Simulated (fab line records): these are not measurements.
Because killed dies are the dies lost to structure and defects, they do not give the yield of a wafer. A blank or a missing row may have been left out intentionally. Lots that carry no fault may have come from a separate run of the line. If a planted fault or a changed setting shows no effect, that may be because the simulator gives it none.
Which tool did it? | flow n5_finfet | 10 lots with 30 wafers sampled at 6 steps, on a route of 1938 steps

## WHAT THE GAUGES READ, wafer by wafer
N5_BEOL_M4_RC_MEAS_101.
lot  | measured     | on        | DIBL_N (mV/V)  | DIBL_P (mV/V)  | IOFF_N (nA/um)    | IOFF_P (nA/um) | ION_N (uA/um) | ION_P (uA/um) | SS_N (mV/dec)  | SS_P (mV/dec)  | VT_N (mV)   | VT_P (mV)
L583 | day 8 01:18  | prober-02 | 35.8 38.5 35.0 | 35.5 39.1 35.3 | 0.155 0.207 0.146 | 0.16 0.22 0.17 | 674 680 668   | 460 454 454   | 72.5 72.3 70.5 | 73.2 74.7 73.0 | 250 248 248 | -257 -251 -256
L582 | day 8 05:31  | prober-01 | 33.3 35.7 35.2 | 32.2 35.4 34.4 | 0.102 0.135 0.136 | 0.17 0.20 0.20 | 653 654 666   | 460 456 459   | 70.6 72.1 71.4 | 72.2 73.7 72.7 | 256 254 254 | -253 -251 -249
L586 | day 8 22:27  | prober-01 | 34.8 37.8 35.3 | 33.7 38.1 34.2 | 0.118 0.169 0.136 | 0.18 0.24 0.18 | 652 669 672   | 454 465 463   | 71.3 72.4 71.1 | 73.1 73.7 72.9 | 255 250 250 | -252 -246 -252
L587 | day 9 11:20  | prober-02 | 39.3 36.9 38.1 | 39.6 36.2 36.6 | 0.205 0.154 0.160 | 0.27 0.21 0.21 | 676 662 662   | 471 456 455   | 72.0 71.2 71.5 | 75.0 74.1 74.0 | 248 254 254 | -247 -253 -254
L588 | day 9 17:29  | prober-01 | 36.7 38.2 37.4 | 35.6 37.2 36.1 | 0.160 0.192 0.167 | 0.20 0.23 0.21 | 682 669 680   | 462 458 463   | 72.3 71.8 71.4 | 72.7 73.3 73.8 | 249 245 247 | -252 -249 -249
L598 | day 12 10:09 | prober-02 | 38.8 37.1 37.9 | 38.5 36.2 36.2 | 0.179 0.156 0.163 | 0.24 0.22 0.22 | 675 687 672   | 463 470 460   | 71.9 71.3 71.2 | 73.6 72.2 72.9 | 249 248 251 | -250 -248 -249
L599 | day 12 11:52 | prober-01 | 34.1 33.2 32.0 | 35.3 33.7 32.7 | 0.130 0.116 0.098 | 0.16 0.15 0.13 | 660 672 652   | 447 451 450   | 71.4 71.2 70.7 | 72.9 72.9 72.6 | 252 251 257 | -257 -256 -257
L600 | day 13 01:37 | prober-02 | 34.4 35.9 34.5 | 34.3 36.0 33.9 | 0.118 0.145 0.125 | 0.18 0.21 0.18 | 667 662 662   | 462 456 463   | 70.8 71.1 71.1 | 72.6 73.1 72.5 | 256 250 252 | -251 -251 -252
L602 | day 13 08:37 | prober-02 | 34.3 34.2 34.4 | 34.3 33.8 34.6 | 0.137 0.136 0.143 | 0.20 0.19 0.21 | 671 672 675   | 463 468 472   | 71.6 70.3 70.9 | 73.4 72.6 73.2 | 252 250 249 | -247 -249 -245
L601 | day 13 12:47 | prober-01 | 38.1 37.2 38.8 | 38.5 36.4 38.3 | 0.208 0.179 0.202 | 0.24 0.20 0.25 | 692 673 686   | 468 455 466   | 71.7 71.9 72.1 | 73.9 73.5 74.6 | 247 249 246 | -249 -254 -250

## WHICH TOOL RAN EACH LOT (tool, then ch and the chambers of the sampled wafers, then the start)
lot  | N5_BEOL_M3_SPUTTER_88        | N5_BEOL_M3_SPUTTER_90        | N5_BEOL_M3_SPUTTER_92        | N5_BEOL_M3_ECD_50              | N5_BEOL_M3_CMP_52
L583 | pvd_sputter-03, day 7 13:58  | pvd_sputter-03, day 7 14:11  | pvd_sputter-03, day 7 14:24  | ecd_cu-02 ch 1, day 7 14:58    | cmp-04 ch 1,2,3, day 7 15:20
L582 | pvd_sputter-02, day 7 16:30  | pvd_sputter-02, day 7 16:43  | pvd_sputter-02, day 7 16:56  | ecd_cu-02 ch 0,1, day 7 17:29  | cmp-03 ch 0,1, day 7 17:52
L586 | pvd_sputter-02, day 8 11:17  | pvd_sputter-02, day 8 11:31  | pvd_sputter-02, day 8 11:44  | ecd_cu-02 ch 0,1, day 8 12:17  | cmp-03 ch 1,2,3, day 8 12:40
L587 | pvd_sputter-01, day 9 00:52  | pvd_sputter-01, day 9 01:05  | pvd_sputter-01, day 9 01:18  | ecd_cu-02 ch 0,1, day 9 01:52  | cmp-04 ch 0,2,3, day 9 02:19
L588 | pvd_sputter-02, day 9 06:29  | pvd_sputter-02, day 9 06:43  | pvd_sputter-02, day 9 06:56  | ecd_cu-02 ch 0,1, day 9 07:29  | cmp-03 ch 0,3, day 9 07:53
L598 | pvd_sputter-03, day 11 22:53 | pvd_sputter-03, day 11 23:06 | pvd_sputter-03, day 11 23:19 | ecd_cu-02 ch 0,1, day 11 23:53 | cmp-03 ch 0,1,3, day 12 00:16
L599 | pvd_sputter-03, day 12 00:43 | pvd_sputter-03, day 12 00:56 | pvd_sputter-03, day 12 01:10 | ecd_cu-01 ch 1, day 12 01:43   | cmp-01 ch 1,3, day 12 02:08
L600 | pvd_sputter-03, day 12 04:11 | pvd_sputter-03, day 12 04:25 | pvd_sputter-03, day 12 04:38 | ecd_cu-02 ch 0,1, day 12 05:11 | cmp-01 ch 0,1,3, day 12 05:40
L602 | pvd_sputter-03, day 12 07:52 | pvd_sputter-03, day 12 08:05 | pvd_sputter-03, day 12 08:19 | ecd_cu-02 ch 0,1, day 12 08:52 | cmp-03 ch 1,2,3, day 12 09:17
L601 | pvd_sputter-03, day 12 15:37 | pvd_sputter-03, day 12 15:50 | pvd_sputter-03, day 12 16:03 | ecd_cu-02 ch 0,1, day 12 16:37 | cmp-04 ch 0,2,3, day 12 17:00
- N5_BEOL_M3_SPUTTER_88: material Cu, target thk 4.5 nm, time 8.29 s.
- N5_BEOL_M3_SPUTTER_90: material Cu, target thk 4.5 nm, time 8.29 s.
- N5_BEOL_M3_SPUTTER_92: material Cu, target thk 4.5 nm, time 8.29 s.
- N5_BEOL_M3_ECD_50: material Cu, target thk 300 nm.
- N5_BEOL_M3_CMP_52: polishes, stops on SiOC, t overpolish 6.8 s, target thk 40 nm.

## WHAT THE TOOLS THEMSELVES READ (means of the sampled wafers that have a number; where no wafer has one, the mark that the record gives instead)
N5_BEOL_M3_SPUTTER_88.
lot  | tool           | throttle_valve_pct (%)
L583 | pvd_sputter-03 | 30.3
L582 | pvd_sputter-02 | 28.9
L586 | pvd_sputter-02 | 29.1
L587 | pvd_sputter-01 | 30.6
L588 | pvd_sputter-02 | 29.5
L598 | pvd_sputter-03 | 30.3
L599 | pvd_sputter-03 | 30.3
L600 | pvd_sputter-03 | 29.5
L602 | pvd_sputter-03 | 30.4
L601 | pvd_sputter-03 | 29.5

N5_BEOL_M3_SPUTTER_90.
lot  | tool           | throttle_valve_pct (%)
L583 | pvd_sputter-03 | 30.4
L582 | pvd_sputter-02 | 28.8
L586 | pvd_sputter-02 | 29.1
L587 | pvd_sputter-01 | 30.5
L588 | pvd_sputter-02 | 29.2
L598 | pvd_sputter-03 | 30.5
L599 | pvd_sputter-03 | 30.3
L600 | pvd_sputter-03 | 29.7
L602 | pvd_sputter-03 | 30.3
L601 | pvd_sputter-03 | 29.7

N5_BEOL_M3_SPUTTER_92.
lot  | tool           | throttle_valve_pct (%)
L583 | pvd_sputter-03 | 30.3
L582 | pvd_sputter-02 | 28.8
L586 | pvd_sputter-02 | 29.2
L587 | pvd_sputter-01 | 30.6
L588 | pvd_sputter-02 | 29.3
L598 | pvd_sputter-03 | 30.4
L599 | pvd_sputter-03 | 30.4
L600 | pvd_sputter-03 | 29.7
L602 | pvd_sputter-03 | 30.2
L601 | pvd_sputter-03 | 29.7

N5_BEOL_M3_CMP_52.
lot  | tool   | motor_current_A (A) | time_to_endpoint_s (s)
L583 | cmp-04 | 6.3                 | 63.0
L582 | cmp-03 | 5.7                 | 62.0
L586 | cmp-03 | 6.1                 | 78.6
L587 | cmp-04 | 6.1                 | 90.8
L588 | cmp-03 | 5.8                 | 94.6
L598 | cmp-03 | 5.9                 | 60.6
L599 | cmp-01 | 6.7                 | 62.0
L600 | cmp-01 | 6.3                 | 62.0
L602 | cmp-03 | 6.1                 | 60.8
L601 | cmp-04 | 6.1                 | 59.3

## THE ANSWER, worked out from the rows above alone
Rule: the usual values come from the lots themselves. Put in order of their means at a reading, lots are off if they are a third of the lots or fewer, leave a main group of 4 or more, and stand apart from it by a gap of 3 or more times the standard deviation of the main group's means; of several such gaps the widest counts. The tables above print the reading to a certain number of digits; a main group whose means all agree to those digits is not used. Also off: a lot with no number at a reading for which 4 or more lots have one. All remaining lots with rows at the step are treated as sound. The gauges are gone through in route order, then the tools' own readings, and for those a lot's mean is taken as printed above. At the first step where some lot is off, the reading lying furthest off is the one used; lots without a number count as furthest.
Off at N5_BEOL_M3_CMP_52 (time_to_endpoint_s): L586, L587, L588. Mean 61.4 s and standard deviation 1.1 in the main group.
A tool fits if, at that step or a process step before it, it ran every lot that is off, and no sound lot after the first of them. No candidate that was tried fits.

## WHAT THE SIMULATOR HAD INSERTED
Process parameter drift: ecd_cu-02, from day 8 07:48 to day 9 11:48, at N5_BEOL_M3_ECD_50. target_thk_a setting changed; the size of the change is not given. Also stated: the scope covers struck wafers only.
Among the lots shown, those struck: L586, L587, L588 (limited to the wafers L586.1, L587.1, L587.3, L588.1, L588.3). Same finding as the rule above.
